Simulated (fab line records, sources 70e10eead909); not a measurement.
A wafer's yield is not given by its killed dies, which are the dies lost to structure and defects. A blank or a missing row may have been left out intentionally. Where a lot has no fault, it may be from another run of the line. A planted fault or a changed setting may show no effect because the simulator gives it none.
fab line records    flow nand_harc    part 1 of 2: steps 1 to 27 of 40
record lots=5  wafers=15  last_day=33
route steps=1302 shown P_GATE@214 P_CONTACT@217 P_M0@253
lots that met no fault: from a run of the same line without faults
start_h: start of the lot's first displayed wafer, in hours after the record's first day    wait_h: time in hours since the lot's previous step    " as in the row above    L1.1+2: a single row standing in for several wafers    - no value present, or no start provided    * or withheld: withheld    < > ~ a bound
route shown NAME@n: names a module that has steps shown in the file, with the first one's number in the route    usual: mean and standard deviation over wafers with no fault    same: alike in all rows    chamber/n: place in a boat    sites: per-site readings    _std_site: the values' standard deviation    _edge_site: inner sites' mean taken away from outer sites' mean    radius_mm: how far each site lies from the wafer's centre    mask NAME#n: copy n    behind: the tool/chamber that last shaped the wafer    hold: why the lot went on hold/how many hours it stayed there/how the hold came to an end    device: whichever transistor did not switch (one of n, p or np)    end of line: tests of these same wafers at the route's end    a step without rows: its recipe alone    killed: not the wafer's yield, but the dies lost to structure and defects at the first sort    map: the dies of a wafer, with x for killed, . for not killed, _ for no die there
set.NAME: the setting as run; set.NAME@STEP: as run at that earlier step    model.NAME: the simulator's own value behind a step, which no gauge read
lots seen at some steps along the route; tables by step, rows by wafer
services: when a tool's chamber went out of use (start_h, in hours from the record's first day, below 0 if earlier), for how many hours, and the reason
## steps
# step NHARC_P_GATE_STRIP_67
# recipe time_s=600  temp_c=130  chemistry=SPM
lot.wafer   tool          chamber  start_h  wait_h
L076.1+5+6  wet_bench-09  2,4,5    135.61   0.2
L079.3+4+1  wet_bench-07  2,4,6    168.16   0.1
L082.3+1+6  wet_bench-07  7,0,1    195.70   0.1
L093.3+2+1  wet_bench-07  2,5,7    303.18   0.1
L095.6+2+1  wet_bench-06  3,5,0    319.26   0.0
# step NHARC_P_GATE_RTA_82
# recipe temp_c=450  time_s=30
# usual lamp_power_pct=3.91/0.067  wafer_temp_C_max=452.2/0.65
lot.wafer  tool           chamber  start_h  wait_h  lamp_power_pct  wafer_temp_C_max
L076.1     rtp_anneal-01  0        135.86   -       3.84            452.3
L076.5     "              0        "        "       3.84            451.6
L076.6     "              0        "        "       3.83            452.1
L079.1     rtp_anneal-02  0        168.41   -       3.98            452.7
L079.3     "              0        "        "       3.97            453.2
L079.4     "              0        "        "       3.97            452.5
L082.1     rtp_anneal-01  0        195.95   -       3.84            451.6
L082.3     "              0        "        "       3.84            451.9
L082.6     "              0        "        "       3.83            451.3
L093.1     rtp_anneal-01  0        303.44   -       3.83            451.6
L093.2     "              0        "        "       3.84            451.6
L093.3     "              0        "        "       3.85            451.2
L095.1     rtp_anneal-01  0        319.52   -       3.83            451.8
L095.2     "              0        "        "       3.84            451.9
L095.6     "              0        "        "       3.84            452.4
# step NHARC_P_GATE_INSPECT_68
# usual raw_defect_count=204/76
lot.wafer  tool               chamber  start_h  wait_h  raw_defect_count
L076.1     defect_inspect-01  -        136.06   0.2     233
L076.5     "                  -        "        "       172
L076.6     "                  -        "        "       194
L079.1     defect_inspect-02  -        168.61   0.2     166
L079.3     "                  -        "        "       214
L079.4     "                  -        "        "       211
L082.1     defect_inspect-02  -        196.14   0.2     211
L082.3     "                  -        "        "       292
L082.6     "                  -        "        "       241
L093.1     defect_inspect-02  -        303.64   0.2     206
L093.2     "                  -        "        "       288
L093.3     "                  -        "        "       225
L095.1     defect_inspect-02  -        319.72   0.2     211
L095.2     "                  -        "        "       228
L095.6     "                  -        "        "       205
# step NHARC_P_CONTACT_DEP_30
# recipe target_thk_a=300  temp_c=400  target_thk_nm=30  flow_sccm=200  rf_w=450  material=SiNx
# usual heater_power_w=719/98
lot.wafer  tool      chamber  start_h  wait_h  heater_power_w
L076.1     pecvd-02  0        136.20   0.1     665
L076.6     "         2        "        "       819
L076.5     "         0        "        "       673
L079.1     pecvd-04  0        168.68   0.1     652
L079.3     "         1        "        "       822
L079.4     "         0        "        "       664
L082.1     pecvd-01  1        196.25   0.1     883
L082.3     "         2        "        "       625
L082.6     "         2        "        "       634
L093.2     pecvd-02  0        303.70   0.1     652
L093.3     "         1        "        "       661
L093.1     "         2        "        "       779
L095.1     pecvd-04  1        319.79   0.1     758
L095.2     "         2        "        "       649
L095.6     "         2        "        "       659
# step NHARC_P_CONTACT_DEP_00
# recipe target_thk_a=5000  temp_c=400  pressure_torr=6.5  rf_w=900  teos_flow_sccm=161.4  flow_sccm=2650  target_thk_nm=500  gas=O2  material=SiO2
# usual heater_power_w=560/98  throttle_valve_pct=15.4/0.43
lot.wafer  tool      chamber  start_h  wait_h  heater_power_w  throttle_valve_pct
L076.1     pecvd-02  0        -        -       517             15.4
L076.6     "         2        "        "       640             14.4
L076.5     "         0        "        "       388             15.5
L079.1     pecvd-04  0        -        -       520             15.8
L079.3     "         1        "        "       637             15.0
L079.4     "         0        "        "       563             15.9
L082.1     pecvd-01  1        -        -       829             15.7
L082.3     "         2        "        "       374             15.8
L082.6     "         2        "        "       414             15.9
L093.2     pecvd-02  0        -        -       433             15.8
L093.3     "         1        "        "       571             16.1
L093.1     "         2        "        "       631             14.6
L095.1     pecvd-04  1        -        -       631             15.9
L095.2     "         2        "        "       443             15.5
L095.6     "         2        "        "       476             15.2
# step NHARC_P_CONTACT_CMP_01
# recipe target_thk_nm=200  material=SiO2
# usual motor_current_A=11.9/1.1
lot.wafer  tool    chamber  start_h  wait_h  motor_current_A
L076.1     cmp-01  2        136.86   -       10.6
L076.5     "       1        "        "       13.0
L076.6     "       2        "        "       11.1
L079.4     cmp-02  0        169.39   -       12.8
L079.3     "       1        "        "       10.9
L079.1     "       2        "        "       11.0
L082.1     cmp-04  3        196.92   -       10.7
L082.3     "       2        "        "       11.7
L082.6     "       0        "        "       12.2
L093.2     cmp-02  2        304.42   -       11.1
L093.3     "       3        "        "       11.6
L093.1     "       0        "        "       13.2
L095.1     cmp-04  1        320.52   -       13.6
L095.2     "       2        "        "       12.0
L095.6     "       1        "        "       13.1
# step NHARC_P_CONTACT_SRD_03
lot.wafer   tool          chamber  start_h  wait_h
L076.1+6+5  wet_bench-04  4,7,0    137.13   0.0
L079.4+3+1  wet_bench-04  1,2,6    169.69   0.0
L082.6+3+1  wet_bench-04  3,5,6    197.22   0.0
L093.2+1+3  wet_bench-01  2,4,5    304.72   0.0
L095.6+2+1  wet_bench-01  2,5,6    320.80   0.0
# step NHARC_P_CONTACT_DEHYDRATE_04
# recipe temp_c=150  time_s=120
lot.wafer   tool            chamber  start_h  wait_h
L076.1+5+6  litho_track-01  0        137.21   0.1
L079.1+3+4  litho_track-01  0        169.77   0.1
L082.1+3+6  litho_track-01  0        197.31   0.1
L093.1+2+3  litho_track-04  0        304.79   0.1
L095.1+2+6  litho_track-01  0        320.87   0.1
# step NHARC_P_CONTACT_HMDS_05
# recipe time_s=30
lot.wafer   tool            chamber  start_h  wait_h
L076.1+5+6  litho_track-01  0        -        -
L079.1+3+4  litho_track-01  0        -        -
L082.1+3+6  litho_track-01  0        -        -
L093.1+2+3  litho_track-04  0        -        -
L095.1+2+6  litho_track-01  0        -        -
# step NHARC_P_CONTACT_COAT_33
# recipe temp_c=260  time_s=75
lot.wafer   tool            chamber  start_h  wait_h
L076.1+5+6  litho_track-01  0        -        -
L079.1+3+4  litho_track-01  0        -        -
L082.1+3+6  litho_track-01  0        -        -
L093.1+2+3  litho_track-04  0        -        -
L095.1+2+6  litho_track-01  0        -        -
# step NHARC_P_CONTACT_COAT_34
# recipe temp_c=225  time_s=65
lot.wafer   tool            chamber  start_h  wait_h
L076.1+5+6  litho_track-01  0        -        -
L079.1+3+4  litho_track-01  0        -        -
L082.1+3+6  litho_track-01  0        -        -
L093.1+2+3  litho_track-04  0        -        -
L095.1+2+6  litho_track-01  0        -        -
# step NHARC_P_CONTACT_COAT_06
# recipe spin_rpm=1500  resist_thk_nm=90
lot.wafer   tool            chamber  start_h  wait_h
L076.1+5+6  litho_track-01  0        -        -
L079.1+3+4  litho_track-01  0        -        -
L082.1+3+6  litho_track-01  0        -        -
L093.1+2+3  litho_track-04  0        -        -
L095.1+2+6  litho_track-01  0        -        -
# step NHARC_P_CONTACT_SOFTBAKE_07
# recipe temp_c=105  time_s=55
lot.wafer   tool            chamber  start_h  wait_h
L076.1+5+6  litho_track-01  0        -        -
L079.1+3+4  litho_track-01  0        -        -
L082.1+3+6  litho_track-01  0        -        -
L093.1+2+3  litho_track-04  0        -        -
L095.1+2+6  litho_track-01  0        -        -
# step NHARC_P_CONTACT_EBR_08
lot.wafer   tool            chamber  start_h  wait_h
L076.1+5+6  litho_track-01  0        -        -
L079.1+3+4  litho_track-01  0        -        -
L082.1+3+6  litho_track-01  0        -        -
L093.1+2+3  litho_track-04  0        -        -
L095.1+2+6  litho_track-01  0        -        -
# step NHARC_P_CONTACT_EXPOSE_09
# recipe na=1.35  target_cd_nm=90  dose_mj=81.26  mask_id=P_CA
lot.wafer   tool             chamber  start_h  wait_h  mask
L076.1+5+6  arfi_scanner-03  0        137.40   -       P_CA#0
L079.1+3+4  arfi_scanner-02  0        170.08   -       P_CA#0
L082.1+3+6  arfi_scanner-02  0        197.62   -       P_CA#0
L093.1+2+3  arfi_scanner-03  0        305.10   -       P_CA#0
L095.1+2+6  arfi_scanner-02  0        321.06   -       P_CA#0
# step NHARC_P_CONTACT_PEB_10
# recipe peb_temp_c=100  peb_time_s=65
# same peb_time_s=65
lot.wafer   tool            chamber  start_h  wait_h
L076.1+5+6  litho_track-06  0        137.46   0.1
L079.1+3+4  litho_track-06  0        170.15   0.1
L082.1+3+6  litho_track-06  0        197.68   0.1
L093.1+2+3  litho_track-01  0        305.16   0.1
L095.1+2+6  litho_track-06  0        321.12   0.1
# step NHARC_P_CONTACT_DEVELOP_11
# recipe develop_time_s=35  dev_temp_c=23
# same develop_time_s=35
lot.wafer   tool            chamber  start_h  wait_h
L076.1+5+6  litho_track-06  0        -        -
L079.1+3+4  litho_track-06  0        -        -
L082.1+3+6  litho_track-06  0        -        -
L093.1+2+3  litho_track-01  0        -        -
L095.1+2+6  litho_track-06  0        -        -
# step NHARC_P_CONTACT_CD_MEAS_12
# recipe target_cd_nm=90  landing_energy_ev=500
# usual cd_nm=89.8/0.62
lot.wafer  tool       chamber  start_h  wait_h  cd_nm
L076.1     cd_sem-03  0        137.54   -       89.8
L076.5     "          0        "        "       90.0
L076.6     "          0        "        "       90.5
L079.1     cd_sem-03  0        170.24   -       89.5
L079.3     "          0        "        "       90.0
L079.4     "          0        "        "       90.1
L082.1     cd_sem-03  0        197.76   -       89.0
L082.3     "          0        "        "       89.0
L082.6     "          0        "        "       88.8
L093.1     cd_sem-02  0        305.24   -       89.3
L093.2     "          0        "        "       89.6
L093.3     "          0        "        "       90.3
L095.1     cd_sem-02  0        321.20   -       88.9
L095.2     "          0        "        "       89.0
L095.6     "          0        "        "       89.2
# step NHARC_P_CONTACT_OVL_MEAS_13
# usual overlay_x_nm=0.1/0.81  overlay_y_nm=0.0/0.9
lot.wafer  tool        chamber  start_h  wait_h  overlay_x_nm  overlay_y_nm
L076.1     overlay-02  -        137.63   -       -1.3          -0.9
L076.5     "           -        "        "       -0.5          0.3
L076.6     "           -        "        "       -0.9          -0.3
L079.1     overlay-01  -        170.32   -       0.0           0.9
L079.3     "           -        "        "       0.0           0.8
L079.4     "           -        "        "       0.2           1.2
L082.1     overlay-02  -        197.84   -       -0.4          2.9
L082.3     "           -        "        "       -0.6          2.3
L082.6     "           -        "        "       -0.2          2.1
L093.1     overlay-02  -        305.33   -       -0.1          -0.7
L093.2     "           -        "        "       0.2           -0.4
L093.3     "           -        "        "       -0.6          0.0
L095.1     overlay-02  -        321.29   -       0.6           1.0
L095.2     "           -        "        "       0.6           1.4
L095.6     "           -        "        "       0.3           1.4
# step NHARC_P_CONTACT_INSPECT_14
# usual raw_defect_count=4.0/2.3
lot.wafer  tool               chamber  start_h  wait_h  raw_defect_count
L076.1     defect_inspect-02  -        137.66   0.0     9
L076.5     "                  -        "        "       7
L076.6     "                  -        "        "       6
L079.1     defect_inspect-01  -        170.36   0.0     3
L079.3     "                  -        "        "       6
L079.4     "                  -        "        "       2
L082.1     defect_inspect-02  -        197.88   0.0     6
L082.3     "                  -        "        "       3
L082.6     "                  -        "        "       3
L093.1     defect_inspect-02  -        305.37   0.0     2
L093.2     "                  -        "        "       3
L093.3     "                  -        "        "       2
L095.1     defect_inspect-01  -        321.32   0.0     5
L095.2     "                  -        "        "       5
L095.6     "                  -        "        "       5
# step NHARC_P_CONTACT_DESCUM_17
# recipe time_s=3  o2_flow_sccm=200  ar_flow_sccm=0  bias_power_w=0  chemistry=O2
# usual drypump_motor_current_A=5.4/0.3  oes_product_au=1.000/0.011  rf_vpp_V=57.9/1  showerhead_plenum_p_Torr=1.93/0.08  throttle_valve_pct=11.310/0.0082
lot.wafer  tool         chamber  start_h  wait_h  drypump_motor_current_A  oes_product_au  rf_hours_counter_h  rf_vpp_V  showerhead_plenum_p_Torr  throttle_valve_pct
L076.1     rie_diel-13  2        137.74   0.1     5.7                      0.990           4.4                 57.2      2.03                      11.306
L076.5     "            0        "        "       5.7                      1.009           -                   57.0      1.93                      11.306
L076.6     "            1        "        "       5.7                      1.001           -                   58.2      1.86                      11.302
L079.4     rie_diel-12  0        170.43   0.1     5.5                      0.999           1.9                 58.5      1.94                      11.313
L079.3     "            1        "        "       5.5                      1.017           1.9                 57.0      1.82                      11.307
L079.1     "            2        "        "       4.8                      1.014           2.3                 59.9      1.98                      11.319
L082.3     rie_diel-13  0        197.95   0.1     5.7                      0.986           0.5                 59.6      1.93                      11.311
L082.1     "            1        "        "       5.8                      1.020           0.5                 58.7      1.86                      11.311
L082.6     "            0        "        "       5.7                      0.993           -                   58.5      1.93                      11.323
L093.1     rie_diel-04  3        305.43   0.1     5.4                      0.995           5.3                 58.5      1.89                      11.302
L093.2     "            0        "        "       5.4                      1.019           5.2                 57.7      1.78                      11.307
L093.3     "            1        "        "       4.8                      0.976           5.4                 56.2      1.83                      11.321
L095.2     rie_diel-04  1        321.39   0.1     4.8                      0.977           6.5                 56.1      1.83                      11.309
L095.1     "            2        "        "       5.0                      0.993           6.8                 57.7      1.97                      11.312
L095.6     "            1        "        "       4.9                      0.982           -                   57.5      1.83                      11.301
# step NHARC_P_CONTACT_ETCH_35
# recipe target_depth_a=390  over_etch_frac=0.3  time_s=65  ion_energy_ev=80  cf4_flow_sccm=150  ar_flow_sccm=0  rf_w=300  bias_w=100  chemistry=CF4
# usual drypump_motor_current_A=5.43/0.29  oes_product_au=1.000/0.012  rf_vpp_V=151.4/1.2  showerhead_plenum_p_Torr=1.78/0.069  throttle_valve_pct=13.284/0.009
lot.wafer  tool         chamber  start_h  wait_h  drypump_motor_current_A  oes_product_au  rf_hours_counter_h  rf_vpp_V  showerhead_plenum_p_Torr  throttle_valve_pct
L076.1     rie_diel-13  2        137.82   0.1     5.65                     0.975           4.4                 152.2     1.86                      13.268
L076.6     "            0        "        "       5.67                     0.994           -                   150.8     1.79                      13.276
L076.5     "            1        "        "       5.72                     0.991           -                   152.0     1.72                      13.292
L079.3     rie_diel-12  3        170.51   0.1     5.46                     0.985           2.3                 151.6     1.78                      13.281
L079.1     "            1        "        "       5.51                     1.012           1.9                 150.5     1.69                      13.288
L079.4     "            2        "        "       4.84                     1.008           2.3                 152.6     1.83                      13.300
L082.1     rie_diel-13  2        198.03   0.1     5.68                     0.988           0.7                 152.3     1.86                      13.275
L082.3     "            3        "        "       5.19                     1.008           0.8                 153.1     1.89                      13.293
L082.6     "            3        "        "       5.21                     0.993           -                   153.5     1.89                      13.283
L093.3     rie_diel-04  3        305.51   0.1     5.46                     0.995           5.4                 150.3     1.75                      13.290
L093.2     "            0        "        "       5.37                     1.025           5.3                 149.7     1.65                      13.277
L093.1     "            2        "        "       5.04                     0.988           5.5                 152.8     1.82                      13.282
L095.1     rie_diel-04  0        321.48   0.1     5.34                     1.012           6.1                 147.8     1.65                      13.285
L095.2     "            2        "        "       5.03                     0.994           6.8                 152.2     1.82                      13.291
L095.6     "            3        "        "       5.45                     1.004           -                   151.6     1.75                      13.285
# step NHARC_P_CONTACT_ETCH_36
# recipe target_depth_a=2600  over_etch_frac=0.25  time_s=406.25  ion_energy_ev=200  n2_flow_sccm=150  h2_flow_sccm=150  ar_flow_sccm=0  rf_w=400  bias_w=150  chemistry=N2/H2
# usual drypump_motor_current_A=5.43/0.29  oes_product_au=1.001/0.012  rf_vpp_V=430.9/2.6  showerhead_plenum_p_Torr=2.05/0.09  throttle_valve_pct=14.172/0.0085
lot.wafer  tool         chamber  start_h  wait_h  drypump_motor_current_A  oes_product_au  rf_hours_counter_h  rf_vpp_V  showerhead_plenum_p_Torr  throttle_valve_pct
L076.1     rie_diel-13  0        -        -       5.69                     0.994           3.8                 431.5     2.06                      14.163
L076.6     "            1        "        "       5.73                     0.996           -                   429.3     1.98                      14.155
L076.5     "            2        "        "       5.68                     0.995           -                   433.6     2.16                      14.177
L079.4     rie_diel-12  3        -        -       5.42                     0.999           2.4                 431.4     2.06                      14.169
L079.1     "            1        "        "       5.51                     1.016           1.9                 429.4     1.94                      14.169
L079.3     "            2        "        "       4.83                     1.006           2.4                 432.3     2.11                      14.173
L082.3     rie_diel-13  2        -        -       5.64                     0.979           0.8                 434.4     2.16                      14.156
L082.1     "            3        "        "       5.21                     0.986           0.8                 435.9     2.19                      14.173
L082.6     "            2        "        "       5.66                     0.990           -                   433.6     2.16                      14.186
L093.2     rie_diel-04  2        -        -       5.03                     1.004           5.6                 430.8     2.10                      14.181
L093.1     "            3        "        "       5.47                     0.998           5.4                 430.4     2.01                      14.161
L093.3     "            0        "        "       5.38                     1.018           5.3                 425.7     1.89                      14.170
L095.1     rie_diel-04  3        -        -       5.46                     0.990           6.5                 429.4     2.01                      14.175
L095.2     "            2        "        "       5.03                     0.981           6.9                 432.5     2.10                      14.173
L095.6     "            0        "        "       5.38                     1.009           -                   425.5     1.89                      14.176
# step NHARC_P_CONTACT_ETCH_18
# recipe target_depth_a=4810  time_s=240.5  c4f8_flow_sccm=20  o2_flow_sccm=10  ar_flow_sccm=withheld  rf_w=600  bias_w=1500  chemistry=C4F8/O2/Ar
# usual oes_product_au=0.960/0.02  rf_vpp_V=979/5.5
lot.wafer  tool         chamber  start_h  wait_h  oes_product_au  rf_hours_counter_h  rf_vpp_V
L076.1     rie_diel-13  2        -        -       0.957           4.6                 985
L076.5     "            2        "        "       0.960           -                   986
L076.6     "            3        "        "       0.967           -                   987
L079.4     rie_diel-12  3        -        -       0.953           2.6                 981
L079.1     "            0        "        "       0.979           2.2                 981
L079.3     "            1        "        "       0.989           2.0                 971
L082.3     rie_diel-13  1        -        -       0.936           0.7                 975
L082.1     "            3        "        "       0.930           0.9                 988
L082.6     "            2        "        "       0.909           -                   984
L093.1     rie_diel-04  2        -        -       0.971           5.8                 982
L093.3     "            0        "        "       0.991           5.4                 970
L093.2     "            1        "        "       0.964           5.5                 973
L095.1     rie_diel-04  2        -        -       0.967           7.0                 982
L095.2     "            3        "        "       0.965           6.7                 977
L095.6     "            1        "        "       0.950           -                   973
# step NHARC_P_CONTACT_STRIP_37
# recipe c4f8_flow_sccm=withheld  o2_flow_sccm=8  ar_flow_sccm=withheld  bias_w=0  chemistry=C4F8/O2/Ar
lot.wafer   tool         chamber  start_h  wait_h
L076.1+6+5  rie_diel-13  0,3,0    -        -
L079.4+3+1  rie_diel-12  1,2,0    -        -
L082.1+3+6  rie_diel-13  0,1,3    -        -
L093.3+2+1  rie_diel-04  2,3,0    -        -
L095.2+1+6  rie_diel-04  3,0,2    -        -
# step NHARC_P_CONTACT_ETCH_31
# recipe target_depth_a=300  time_s=85.7  ion_energy_ev=120  over_etch_frac=1  ch3f_flow_sccm=50  o2_flow_sccm=30  ar_flow_sccm=200  rf_w=500  bias_w=100  chemistry=CH3F/O2
# usual drypump_motor_current_A=5.4/0.31  oes_product_au=0.979/0.014  rf_vpp_V=244.6/1.6  showerhead_plenum_p_Torr=2.48/0.1  throttle_valve_pct=20.664/0.0086
lot.wafer  tool         chamber  start_h  wait_h  drypump_motor_current_A  oes_product_au  rf_hours_counter_h  rf_vpp_V  showerhead_plenum_p_Torr  throttle_valve_pct
L076.1     rie_diel-13  3        -        -       5.2                      0.980           4.2                 247.6     2.63                      20.668
L076.6     "            0        "        "       5.7                      0.988           -                   244.1     2.48                      20.667
L076.5     "            1        "        "       5.7                      0.972           -                   243.8     2.39                      20.673
L079.3     rie_diel-12  2        -        -       4.9                      0.998           2.5                 244.7     2.54                      20.660
L079.1     "            3        "        "       5.4                      0.978           2.7                 244.5     2.48                      20.676
L079.4     "            0        "        "       5.6                      0.983           2.3                 243.4     2.50                      20.663
L082.3     rie_diel-13  0        -        -       5.7                      0.956           0.7                 242.9     2.48                      20.660
L082.1     "            1        "        "       5.7                      0.971           0.9                 244.4     2.39                      20.653
L082.6     "            1        "        "       5.7                      0.980           -                   243.3     2.39                      20.668
L093.2     rie_diel-04  0        -        -       5.4                      0.991           5.5                 242.3     2.29                      20.674
L093.3     "            2        "        "       5.0                      0.985           5.9                 244.9     2.53                      20.665
L093.1     "            3        "        "       5.5                      0.982           5.8                 242.8     2.43                      20.666
L095.2     rie_diel-04  1        -        -       4.9                      0.971           6.8                 242.5     2.36                      20.650
L095.1     "            0        "        "       5.4                      0.997           6.4                 241.0     2.29                      20.653
L095.6     "            2        "        "       5.0                      0.994           -                   244.2     2.53                      20.668
# step NHARC_P_CONTACT_CD_MEAS_19
# usual cd_nm=89.6/1.8
lot.wafer  tool       chamber  start_h  wait_h  cd_nm
L076.1     cd_sem-02  -        138.59   -       88.5
L076.5     "          -        "        "       87.4
L076.6     "          -        "        "       91.8
L079.1     cd_sem-03  -        171.30   -       88.2
L079.3     "          -        "        "       87.8
L079.4     "          -        "        "       90.1
L082.1     cd_sem-03  -        199.28   -       87.4
L082.3     "          -        "        "       89.7
L082.6     "          -        "        "       88.9
L093.1     cd_sem-03  -        306.30   -       88.3
L093.2     "          -        "        "       91.0
L093.3     "          -        "        "       90.0
L095.1     cd_sem-02  -        322.25   -       86.9
L095.2     "          -        "        "       88.4
L095.6     "          -        "        "       89.3
